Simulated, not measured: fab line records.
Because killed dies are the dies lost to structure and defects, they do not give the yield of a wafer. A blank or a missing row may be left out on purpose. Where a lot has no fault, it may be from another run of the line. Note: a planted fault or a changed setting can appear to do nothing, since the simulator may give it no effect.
Problem report in the 8D (eight disciplines) form, filled by code ; flow n5 finfet ; the parts of the form that need people (team, actions taken, sign-off) are left out

1. THE ISSUE
Mean of killed_at_M0_to_M3 at N5_PASSIVATION_PROBE_49: 269 over 3 wafers from 1 lot, against 34 (standard deviation 10) on wafers with no fault. That is +24 standard deviations from the usual mean.
First observed at day 16 16:29: wafer L850.1, on prober-01. Wafers with a number at this step in the record: 34, from 12 lots. Rule for "out" (also "out of limits"): further than 4 standard deviations from the usual mean. The rest of the wafers with a number are treated as sound.

2. WHAT IT IS; WHAT IT IS NOT
question;is;is not
which readings at this step;killed_at_M0_to_M3, defect limited yield, killed dies, killed on rim, sort_bin_5_function, sort_bin_6_memory, sort n pass, sort yield pct;killed_at_M4_up, killed at contacts, killed at front end, killed at other, killed short
which lots;L850;L835, L836, L838, L839, L840, L842, L843, L844, L845, L848, L853
which wafers of those lots;all that have a number;-
read on which tools;prober-01;prober-02
when;from day 16 16:29;"up to then (28 sound wafers); but 3 sound wafers of L853 came after"

3. THE SUSPECTS, EACH WITH WHAT RULES IT OUT
Counting: any tool at a process step up to the reading is kept as a suspect provided that every lot that is out went through it and no sound lot did after the first of them.
- ecd cu-01 at N5_BEOL_M0_ECD_118 (material Cu, target thk 300 nm): kept. It ran the lot that is out, L850 (day 10 05:55), and no sound lot after that; its last sound lot up to then is L848 (day 9 17:47).
- pvd sputter-02 at N5_PASSIVATION_SPUTTER_20 (material TaN, target thk 50 nm): ruled out as a lasting fault. After its first lot that is out, L850 (day 16 10:04), sound lots L853 ran on it.
- rie diel-03 at N5_PASSIVATION_DESCUM_32 (chemistry O2, time 7.9 s): kept. It ran the lot that is out, L850 (day 16 10:51), and no sound lot after that; its last sound lot up to then is L844 (day 14 23:35).
- prober-01 at N5_PASSIVATION_PROBE_49: kept. It ran the lot that is out, L850 (day 16 16:29), and no sound lot after that; its last sound lot up to then is L848 (day 16 02:41). Its own readings are out on those wafers: defect limited yield, killed_at_M0_to_M3, killed dies, killed on rim, sort_bin_5_function, sort_bin_6_memory, sort n pass, sort yield pct.
The count leaves ecd cu-01 at N5_BEOL_M0_ECD_118, rie diel-03 at N5_PASSIVATION_DESCUM_32, and prober-01 at N5_PASSIVATION_PROBE_49.

4. THE CAUSE (what the simulator had put in)
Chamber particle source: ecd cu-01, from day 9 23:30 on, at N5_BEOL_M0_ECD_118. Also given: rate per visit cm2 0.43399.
Counting leaves 3 suspects; this tool is one of them.

5. THE EFFECT CHAIN, in route order
Each row: a reading whose mean over the struck wafers that have a number lies more than 3 standard deviations from the usual. Only readings whose record carries a usual standard deviation are examined. hours: median over the lots of the time between each lot's start at the first step of this table that gives one and its start at this step. sigmas: the change, counted in usual standard deviations.
hours;step;reading;usual;on struck wafers;change;sigmas
0;N5_PASSIVATION_PROBE_49;defect limited yield;91.7 %;72.6;-19.1;-11
0;N5_PASSIVATION_PROBE_49;killed_at_M0_to_M3;34;269;+235;+24
0;N5_PASSIVATION_PROBE_49;killed dies;98;324;+226;+11
0;N5_PASSIVATION_PROBE_49;killed on rim;13;39;+26;+5.8
0;N5_PASSIVATION_PROBE_49;sort_bin_5_function;4.8 %;16.1;+11.3;+10
0;N5_PASSIVATION_PROBE_49;sort_bin_6_memory;3.2 %;9.9;+6.7;+9.0
0;N5_PASSIVATION_PROBE_49;sort n pass;1082;856;-226;-11
0;N5_PASSIVATION_PROBE_49;sort yield pct;91.7 %;72.6;-19.1;-11
Here are the process steps it includes:
- N5_PASSIVATION_PROBE_49

6. WHAT WOULD HAVE CAUGHT IT SOONER
The fault began at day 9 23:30; the first out-of-limits reading in this record came at day 16 16:29, 161 hours later.
All the lots that are out (1) had begun N5_BEOL_M0_ECD_118 on ecd cu-01 by day 16 16:29. None of them would have been spared by holding the tool at that moment.
